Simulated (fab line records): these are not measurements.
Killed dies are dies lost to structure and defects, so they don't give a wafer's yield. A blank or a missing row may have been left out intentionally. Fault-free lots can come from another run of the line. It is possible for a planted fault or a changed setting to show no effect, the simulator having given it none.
2 desks looking at one fault	flow nand-harc	every desk sees just its own numbers, and what lay behind them comes last

== THE METROLOGY DESK ==
Means of the sampled wafers that have a number, per lot and without regard to the tool the lot ran on: this is what the gauges read. If a lot's mean is further than 4 standard deviations from the usual mean, the lot is out of limits and carries the mark OUT (the distance appears in the brackets).
Columns: A = cd-nm at NHARC_THIN_TSV_CD_MEAS_33, usual 5001.4 nm
lot	first seen here	A
L758	day 19 09:48	5002.9
L762	day 19 16:31	4999.3
L761	day 19 17:59	5001.0
L764	day 20 04:00	5001.9
L766	day 20 06:23	5002.1
L765	day 20 17:01	5001.0
L768	day 21 00:10	5001.4
L767	day 21 01:26	5000.4
L771	day 21 18:10	5002.5
L772	day 21 19:07	5001.1
L770	day 22 00:55	5001.5
L777	day 23 12:55	5002.0
L778	day 23 13:48	4997.8
This desk's verdict: no lot among the 13 shows anything out of limits.

== AT THE TOOL OWNER'S DESK: pvd-sputter-01 ==
The tool's own readings at NHARC_A_M1_PVD_21 (deposits Cu, target thk 30 nm, time 20.49 s): means of the sampled wafers that have a number, for each lot that ran on this tool. If a lot's mean is further than 4 standard deviations from the usual mean, the lot is out of limits and carries the mark OUT (the distance appears in the brackets).
Columns: A = throttle-valve-pct at NHARC_A_M1_PVD_21, usual 29.7 %
lot	first seen here	A
L761	day 18 18:07	30.7
L766	day 19 04:02	29.4
L765	day 19 16:22	29.2
L768	day 20 00:02	30.3
L771	day 20 15:51	29.9
L770	day 20 23:12	30.1
L778	day 22 06:56	30.4
L777	day 22 07:59	29.9
This desk's verdict: no lot among the 8 shows anything out of limits.

== ALL TOGETHER ==
At the metrology desk, nothing out of limits was observed.
The desk of the tool owner found nothing out of limits.

== WHAT THE SIMULATOR HAD INSERTED ==
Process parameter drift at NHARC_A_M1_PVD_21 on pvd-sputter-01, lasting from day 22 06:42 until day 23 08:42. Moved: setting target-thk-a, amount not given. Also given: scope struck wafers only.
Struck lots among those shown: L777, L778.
